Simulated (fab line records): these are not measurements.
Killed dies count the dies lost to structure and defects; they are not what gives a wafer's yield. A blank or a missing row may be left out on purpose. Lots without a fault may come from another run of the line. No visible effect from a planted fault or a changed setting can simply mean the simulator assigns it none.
A single fault, viewed from 2 desks    flow n5_finfet    every desk sees just its own numbers, and what lay behind them comes last

== THE METROLOGY DESK ==
What the gauges read for every lot (on any tool): the sampled wafers with a number, averaged. The brackets show how far a lot's mean lies from the usual mean; more than 4 standard deviations puts the lot out of limits, marked OUT. It has 11 readings; the 7 that lie furthest out on some lot are the ones shown.
Columns: A = M3_ILD_THK at N5_BEOL_M3_THK_MEAS_01, usual 78.6 nm; B = DIBL_N at N5_BEOL_M4_RC_MEAS_101, usual 36.4 mV/V; C = IOFF_P at N5_BEOL_M4_RC_MEAS_101, usual 0.20 nA/um; D = ION_N at N5_BEOL_M4_RC_MEAS_101, usual 670 uA/um; E = ION_P at N5_BEOL_M4_RC_MEAS_101, usual 459 uA/um; F = SS_P at N5_BEOL_M4_RC_MEAS_101, usual 73.3 mV/dec; G = VT_P at N5_BEOL_M4_RC_MEAS_101, usual -251 mV
lot   first seen here  A     B     C     D    E    F     G
L162  day 7 06:16      78.1  36.7  0.22  661  456  74.1  -249
L170  day 9 06:08      76.9  36.6  0.19  669  453  72.8  -252
L171  day 9 23:54      75.2  34.6  0.18  664  454  73.2  -253
L181  day 12 12:16     77.7  36.7  0.18  674  456  73.4  -255
This desk's verdict: no lot among the 4 shows anything out of limits.

== FOR THE TOOL OWNER'S DESK: pecvd-04 ==
The tool's own readings at N5_BEOL_M3_ILD_DEP_00 (deposits SiOC from DEMS/O2, target thk 79 nm, time 15.3 s): means of the sampled wafers that have a number, for each lot that ran on this tool. The brackets show how far a lot's mean lies from the usual mean; more than 4 standard deviations puts the lot out of limits, marked OUT.
Columns: A = heater_power_w at N5_BEOL_M3_ILD_DEP_00, usual 524 W; B = showerhead_plenum_p_Torr at N5_BEOL_M3_ILD_DEP_00, usual 5.700 Torr; C = throttle_valve_pct at N5_BEOL_M3_ILD_DEP_00, usual 11.9 %
lot   first seen here  A    B      C
L162  day 7 06:12      512  5.712  12.7
L170  day 9 06:04      516  5.699  12.5
L171  day 9 23:50      526  5.695  12.4
This desk's verdict: no lot among the 3 shows anything out of limits.

== PUT TOGETHER ==
Nothing out of limits was seen by the metrology desk.
The desk of the tool owner found nothing out of limits.

== WHAT HAD BEEN PUT IN BY THE SIMULATOR ==
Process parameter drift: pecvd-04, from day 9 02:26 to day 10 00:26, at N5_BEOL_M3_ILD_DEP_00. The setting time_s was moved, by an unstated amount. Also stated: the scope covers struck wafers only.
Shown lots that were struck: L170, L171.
